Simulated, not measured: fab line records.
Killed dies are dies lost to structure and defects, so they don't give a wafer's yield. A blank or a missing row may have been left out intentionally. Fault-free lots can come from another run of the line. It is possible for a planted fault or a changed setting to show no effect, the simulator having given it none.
Chamber matching -- flow n5 finfet -- N5_BEOL_M0_SAQP_ETCH_106 on rie diel-02 has 4 sister chambers
The step etches SOC in N2/H2, stops on SiNx, target depth 150 nm. 4 wafers are shown with their chamber, then 7 later ones without.

## WAFERS, EACH WITH ITS CHAMBER
wafer,chamber,showerhead plenum p Torr (Torr)
L079.3,0,2.44
L079.5,1,2.63
L083.3,2,2.62
L083.5,3,2.49

## WAFERS WITH NO CHAMBER GIVEN
wafer,showerhead plenum p Torr (Torr)
L083.6,2.62
L090.1,2.49
L090.2,2.43
L090.6,2.62
L097.2,2.43
L097.3,2.49
L097.6,2.62

## WHICH CHAMBER EACH ONE RAN IN
wafer,from the rows above,in truth
L083.6,can't be placed: 2 or 1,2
L090.1,3,3
L090.2,0,0
L090.6,can't be placed: 2 or 1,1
L097.2,0,0
L097.3,3,3
L097.6,can't be placed: 2 or 1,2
4 of 7 placed correctly. Cannot be placed on the basis of these rows: 3; the candidates contain the true chamber in 3. 0 placed wrongly.
How it was worked out, from the rows above alone: a wafer's distance from a chamber is the root of the sum, over the readings, of the square of ((its reading less the chamber's mean) divided by the reading's scatter). If the next closest chamber is less than 2 further off than the closest, the wafer can't be placed; otherwise it belongs to the closest. Each chamber's mean is taken over the wafers shown for it. The scatter (one wafer shown for each chamber): square how far every hidden wafer sits from the nearest shown wafer, average those squares and take the square root.
